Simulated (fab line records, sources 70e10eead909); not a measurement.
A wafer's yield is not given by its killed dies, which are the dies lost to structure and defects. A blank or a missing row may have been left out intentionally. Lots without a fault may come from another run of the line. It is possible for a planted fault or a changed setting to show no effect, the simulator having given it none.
A struck lot beside a sound one | flow nand-harc | 27 out of 1159 route steps
Sound: these wafers, L618.1, L618.3, L618.4. Struck: wafer L630.6 (L630.2, L630.5, from the same lot, were not struck and are left out); the cause is given at the end.
At each step with rows: each side's tool, then ch and its chambers, then its first start. Under that, the readings that differ: sound wafers | struck wafers | difference of the means | sigmas: that difference in standard deviations of wafers without a fault.
alike: words and numbers the same on both sides, and readings whose means are apart by under 2 such deviations; not compared: readings that were withheld, readings missing a value for some wafer, numbers with overlapping values and no deviation given by the record, and bounds like >300 which may hide the same value.
The two part at a step that has a row with sigmas, a row that says differs or no value, or rows on one side only. Numbers that don't overlap but have no deviation are shown without sigmas and don't part them. A reading missing from all wafers of one side parts the sides only when that side holds two or more wafers.

NHARC_P_ZERO_WELL_INSPECT_43:
  sound: defect-inspect-02 at day 2 19:38; struck: defect-inspect-02 at day 5 19:25
  alike: raw-defect-count
then, 11 steps without rows for these wafers: NHARC_P_STI_ETCH_26 (etches SiO2 in dHF, target depth 11 nm); NHARC_P_STI_PRECLEAN_27 (cleans in SC1); NHARC_P_STI_SRD_28; NHARC_P_STI_OXIDE_29 (material SiO2, target thk 10 nm, ox time 1362 s); NHARC_P_STI_HM_DEP_30 (deposits Si3N4, target thk 80 nm, time 873 s); NHARC_P_STI_DEHYDRATE_01 (time 120 s); NHARC_P_STI_HMDS_02 (time 30 s); NHARC_P_STI_COAT_41 (time 65 s); NHARC_P_STI_COAT_03 (resist thk 600 nm); NHARC_P_STI_SOFTBAKE_04 (time 70 s); NHARC_P_STI_EBR_05.
NHARC_P_STI_EXPOSE_06: exposes mask P STI, target cd 200 nm.
  sound on krf-scanner-02 ch 0, day 3 12:03; struck on krf-scanner-01 ch 0, day 6 09:11
  alike: mask
then, 2 steps without rows for these wafers: NHARC_P_STI_PEB_07 (peb time 80 s); NHARC_P_STI_DEVELOP_08 (time 50 s).
NHARC_P_STI_CD_MEAS_09: target cd 200 nm.
  sound on cd-sem-01 ch 0, day 3 12:13; struck on cd-sem-01 ch 0, day 6 09:20
  reading    | sound             | struck | difference | sigmas
  cd-nm (nm) | 198.6 195.8 198.0 | 187.6  | -9.9       | -3
NHARC_P_STI_OVL_MEAS_10:
  sound: overlay-02 at day 3 12:18; struck: overlay-01 at day 6 09:26
  alike: overlay-x-nm, overlay-y-nm
NHARC_P_STI_INSPECT_11:
  sound: defect-inspect-02 at day 3 12:20; struck: defect-inspect-01 at day 6 09:28
  alike: raw-defect-count
then, 1 step without rows for these wafers: NHARC_P_STI_HARDBAKE_13 (time 65 s).
NHARC_P_STI_DESCUM_14: chemistry O2, time 3 s.
  sound on rie-diel-04 ch 0,1,2, day 3 12:29; struck on rie-diel-13 ch 2, day 6 09:38
  reading                | sound             | struck | difference | sigmas
  model.P_STI.cd-nm (nm) | 198.7 196.8 198.5 | 188    | -10        |
  alike: chamber-pressure-mTorr, drypump-motor-current-A, oes-product-au, rf-vpp-V, showerhead-plenum-p-Torr, throttle-valve-pct
  not compared: rf-hours-counter-h
NHARC_P_STI_ETCH_42: etches the open film in N2/H2, target depth 80 nm, overetch 24 nm, time 61 s.
  sound on rie-diel-04 ch 0,1,2, day 3 12:35; struck on rie-diel-13 ch 1, day 6 09:42
  alike: chamber-pressure-mTorr, drypump-motor-current-A, oes-product-au, rf-vpp-V, showerhead-plenum-p-Torr, throttle-valve-pct
  not compared: rf-hours-counter-h
NHARC_P_STI_ETCH_31: etches the open film in CF4/CHF3, target depth 108.9 nm, time 54.5 s.
  sound on rie-diel-04 ch 1,2; struck on rie-diel-13 ch 1
  alike: chamber-pressure-mTorr, drypump-motor-current-A, oes-product-au, rf-vpp-V, showerhead-plenum-p-Torr, throttle-valve-pct
  not compared: rf-hours-counter-h
NHARC_P_STI_ETCH_15: etches the open film in HBr/Cl2, target depth 300 nm, time 100.1 s.
  sound on rie-si-03 ch 0,1,2, day 3 12:48; struck on rie-si-02 ch 0, day 6 09:55
  reading                | sound             | struck | difference | sigmas
  oes-product-au (a.u.)  | 1.000 0.995 0.991 | 0.968  | -0.027     | -2
  model.P_STI.cd-nm (nm) | 196.6 196.6 197.8 | 188.5  | -8.5       |
  alike: chamber-pressure-mTorr, drypump-motor-current-A, throttle-valve-pct
  not compared: rf-hours-counter-h
NHARC_P_STI_CD_MEAS_16:
  sound: cd-sem-01 at day 3 12:58; struck: cd-sem-01 at day 6 10:02
  reading    | sound       | struck | difference | sigmas
  cd-nm (nm) | 197 197 198 | 189    | -8         | -3
NHARC_P_STI_OCD_MEAS_17:
  sound: ocd-01 at day 3 13:02; struck: ocd-01 at day 6 10:08
  reading                | sound       | struck | difference | sigmas
  trench-depth-nm (nm)   | 300 296 295 | 286    | -11        | -2
  trench-foot-cd-nm (nm) | 156 154 157 | 147    | -9         | -3
then, 1 step without rows for these wafers: NHARC_P_STI_STRIP_19 (strips in SPM, time 900 s).
-- the record jumps here: 18 days lie between the struck wafers' starts before and after (it left off in module P_STI and takes up again in module END, whose first step shown is number 1159 of the route) --
NHARC_END_SORT_01:
  the record has rows for the struck wafers here (prober-01 ch 0, day 24 22:07) and none for the sound ones

## WHERE THEY PART
First at NHARC_P_STI_CD_MEAS_09; last, within this record, at NHARC_END_SORT_01.

WHY: whatever the simulator had introduced
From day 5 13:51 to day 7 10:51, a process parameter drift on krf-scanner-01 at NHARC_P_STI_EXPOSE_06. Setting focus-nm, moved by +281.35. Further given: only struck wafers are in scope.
